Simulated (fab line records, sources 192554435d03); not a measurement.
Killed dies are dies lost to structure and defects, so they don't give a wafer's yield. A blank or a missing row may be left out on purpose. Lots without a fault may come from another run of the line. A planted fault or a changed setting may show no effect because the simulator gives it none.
Chamber matching | flow n5_finfet | N5_BEOL_M0_PRE_CLEAN_131 on cvd_co-01: 3 sister chambers
The step time 15 s. 17 wafers are shown with their chamber, then 8 later ones without.

WAFERS WITH THEIR CHAMBER
wafer  | chamber | heater_power_w (W)
L701.3 | 2       | 85
L701.4 | 2       | 90
L702.2 | 2       | 88
L702.4 | 2       | 89
L702.6 | 1       | 84
L706.1 | 1       | 85
L706.4 | 0       | 91
L706.5 | 2       | 88
L712.1 | 1       | 87
L712.6 | 0       | 94
L713.4 | 0       | 94
L713.5 | 1       | 88
L713.6 | 2       | 90
L717.2 | 0       | 93
L717.4 | 0       | 93
L717.5 | 2       | 91
L718.2 | 2       | 90

SIGNATURES (means of the wafers above)
reading        | chamber 0 | chamber 1 | chamber 2 | scatter within a chamber
heater_power_w | 93.00     | 86.00     | 88.88     | 1.71
Rule: a wafer's distance from a chamber is the root of the sum, over the readings, of the square of ((its reading less the chamber's mean) divided by the reading's scatter). The wafer belongs to the nearest chamber; if the next one is less than 2 further off, it can't be placed. The scatter: the root of (the sum of the squares of (reading less its chamber's mean) over the shown wafers, divided by (wafers less chambers)).

WAFERS WITHOUT THEIR CHAMBER
wafer  | heater_power_w (W)
L718.3 | 90
L719.2 | 93
L719.3 | 90
L721.1 | 94
L721.4 | 88
L721.6 | 86
L722.4 | 93
L722.6 | 88

WHICH CHAMBER EACH WENT THROUGH
wafer  | from the rows above          | in truth
L718.3 | can't be placed: 2 or 0 or 1 | 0
L719.2 | 0                            | 0
L719.3 | can't be placed: 2 or 0 or 1 | 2
L721.1 | 0                            | 0
L721.4 | can't be placed: 2 or 1      | 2
L721.6 | can't be placed: 1 or 2      | 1
L722.4 | 0                            | 0
L722.6 | can't be placed: 2 or 1      | 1
Placed correctly: 3 of 8. Can't be placed from these rows: 5 (the true chamber is among the candidates in 5). Placed wrongly: 0.
